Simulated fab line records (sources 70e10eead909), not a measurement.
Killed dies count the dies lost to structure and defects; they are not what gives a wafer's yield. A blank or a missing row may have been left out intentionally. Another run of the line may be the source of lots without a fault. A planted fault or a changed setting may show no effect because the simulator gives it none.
Chamber matching :: flow nandHarc :: 4 sister chambers for NHARC_A_CONTACT_DESCUM_74 on rieDiel-04
The step chemistry O2, time 3 s. 8 wafers are shown with their chamber, then 7 later ones without.

WAFERS WITH THEIR CHAMBER
wafer: L078.6
chamber: 1
drypumpMotorCurrentA (A): 5.4
showerheadPlenumPTorr (Torr): 2.04

wafer: L083.5
chamber: 2
drypumpMotorCurrentA (A): 5.7
showerheadPlenumPTorr (Torr): 1.90

wafer: L083.6
chamber: 3
drypumpMotorCurrentA (A): 6.3
showerheadPlenumPTorr (Torr): 1.88

wafer: L094.1
chamber: 0
drypumpMotorCurrentA (A): 5.2
showerheadPlenumPTorr (Torr): 1.79

wafer: L094.2
chamber: 3
drypumpMotorCurrentA (A): 6.2
showerheadPlenumPTorr (Torr): 1.87

wafer: L094.3
chamber: 1
drypumpMotorCurrentA (A): 5.4
showerheadPlenumPTorr (Torr): 2.02

wafer: L094.4
chamber: 2
drypumpMotorCurrentA (A): 5.7
showerheadPlenumPTorr (Torr): 1.89

wafer: L094.5
chamber: 0
drypumpMotorCurrentA (A): 5.2
showerheadPlenumPTorr (Torr): 1.79

WAFERS WITH NO CHAMBER GIVEN
wafer: L094.6
drypumpMotorCurrentA (A): 5.4
showerheadPlenumPTorr (Torr): 2.02

wafer: L093.1
drypumpMotorCurrentA (A): 5.4
showerheadPlenumPTorr (Torr): 2.02

wafer: L093.3
drypumpMotorCurrentA (A): 5.2
showerheadPlenumPTorr (Torr): 1.79

wafer: L093.4
drypumpMotorCurrentA (A): 6.2
showerheadPlenumPTorr (Torr): 1.87

wafer: L095.4
drypumpMotorCurrentA (A): 5.4
showerheadPlenumPTorr (Torr): 2.02

wafer: L095.5
drypumpMotorCurrentA (A): 6.2
showerheadPlenumPTorr (Torr): 1.87

wafer: L095.6
drypumpMotorCurrentA (A): 5.7
showerheadPlenumPTorr (Torr): 1.89

EACH ONE'S CHAMBER
wafer: L094.6
from the rows above: 1
in truth: 1

wafer: L093.1
from the rows above: 1
in truth: 1

wafer: L093.3
from the rows above: 0
in truth: 0

wafer: L093.4
from the rows above: 3
in truth: 3

wafer: L095.4
from the rows above: 1
in truth: 1

wafer: L095.5
from the rows above: 3
in truth: 3

wafer: L095.6
from the rows above: 2
in truth: 2
Correct placement for 7 of the 7. Left unplaced by these rows: 0. Placed wrongly: 0.
How it was worked out, from the rows above alone: a wafer's distance from a chamber is the root of the sum, over the readings, of the square of ((its reading less the chamber's mean) divided by the reading's scatter). If the next closest chamber is less than 2 further off than the closest, the wafer can't be placed; otherwise it belongs to the closest. Each chamber's mean is taken over the wafers shown for it. The scatter: the root of (the sum of the squares of (reading less its chamber's mean) over the shown wafers, divided by (wafers less chambers)).
